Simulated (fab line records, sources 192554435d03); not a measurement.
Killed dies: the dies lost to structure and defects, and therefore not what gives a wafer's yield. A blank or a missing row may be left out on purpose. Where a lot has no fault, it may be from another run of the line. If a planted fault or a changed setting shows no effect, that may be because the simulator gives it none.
Which tool did it? :: flow n5_finfet :: 12 lots with 36 wafers sampled at 2 steps, on a route of 1938 steps

WHAT THE GAUGES READ, wafer by wafer
N5_SD_EPI_P_OVL_MEAS_10.
lot: L075
measured: day 3 09:44
on: overlay-01
SD_P_BLK_OVL (nm): -0.7 -0.9 -0.2

lot: L077
measured: day 4 06:35
on: overlay-01
SD_P_BLK_OVL (nm): -0.2 -1.3 -0.3

lot: L079
measured: day 4 15:07
on: overlay-01
SD_P_BLK_OVL (nm): -0.1 0.5 0.5

lot: L081
measured: day 5 03:28
on: overlay-02
SD_P_BLK_OVL (nm): 1.7 1.1 0.7

lot: L083
measured: day 5 11:41
on: overlay-01
SD_P_BLK_OVL (nm): 0.3 -0.1 -0.7

lot: L085
measured: day 6 08:28
on: overlay-01
SD_P_BLK_OVL (nm): -1.3 -1.1 -1.3

lot: L087
measured: day 6 15:06
on: overlay-01
SD_P_BLK_OVL (nm): -0.4 -0.6 0.0

lot: L089
measured: day 6 22:50
on: overlay-02
SD_P_BLK_OVL (nm): -1.9 -1.3 -1.4

lot: L091
measured: day 7 15:16
on: overlay-02
SD_P_BLK_OVL (nm): -0.7 -0.4 0.3

lot: L093
measured: day 8 03:29
on: overlay-01
SD_P_BLK_OVL (nm): 0.0 0.2 -0.3

lot: L095
measured: day 8 10:55
on: overlay-01
SD_P_BLK_OVL (nm): -0.5 -1.3 -1.1

lot: L097
measured: day 8 23:22
on: overlay-01
SD_P_BLK_OVL (nm): -0.5 -0.1 -0.5

TOOL THAT RAN EACH LOT (tool first, then ch and the chambers of the sampled wafers, then the start)
lot: L075
N5_SD_EPI_N_ETCH_35: rie_diel-02 ch 0,1, day 3 05:28

lot: L077
N5_SD_EPI_N_ETCH_35: rie_diel-05 ch 0,2,3, day 4 02:19

lot: L079
N5_SD_EPI_N_ETCH_35: rie_diel-06 ch 1,2,3, day 4 10:13

lot: L081
N5_SD_EPI_N_ETCH_35: rie_diel-05 ch 0,1,3, day 4 22:34

lot: L083
N5_SD_EPI_N_ETCH_35: rie_diel-05 ch 0,1,3, day 5 07:24

lot: L085
N5_SD_EPI_N_ETCH_35: rie_diel-02 ch 1,2, day 6 04:02

lot: L087
N5_SD_EPI_N_ETCH_35: rie_diel-06 ch 0,2,3, day 6 09:36

lot: L089
N5_SD_EPI_N_ETCH_35: rie_diel-05 ch 0,1, day 6 18:33

lot: L091
N5_SD_EPI_N_ETCH_35: rie_diel-05 ch 1,3, day 7 10:08

lot: L093
N5_SD_EPI_N_ETCH_35: rie_diel-06 ch 2,3, day 7 23:14

lot: L095
N5_SD_EPI_N_ETCH_35: rie_diel-06 ch 2,3, day 8 06:31

lot: L097
N5_SD_EPI_N_ETCH_35: rie_diel-05 ch 1,2,3, day 8 18:47
- N5_SD_EPI_N_ETCH_35: etches SOC in N2/H2, overetch 108 nm, time 486 s.

THE ANSWER, worked out from the rows above alone
Rule: the usual values come from the lots themselves. Put in order of their means at a reading, lots are off if they are a third of the lots or fewer, leave a main group of 4 or more, and stand apart from it by a gap of 3 or more times the standard deviation of the main group's means; of several such gaps the widest counts. Not used: any main group whose means are identical at the precision the tables above print for the reading. A lot without any number at a reading at which 4 lots or more have one is off too. Where the step has rows for the other lots, those lots are counted as sound.
No lot is off at any reading shown: from this, nothing can be told.

WHAT WAS PUT IN BY THE SIMULATOR
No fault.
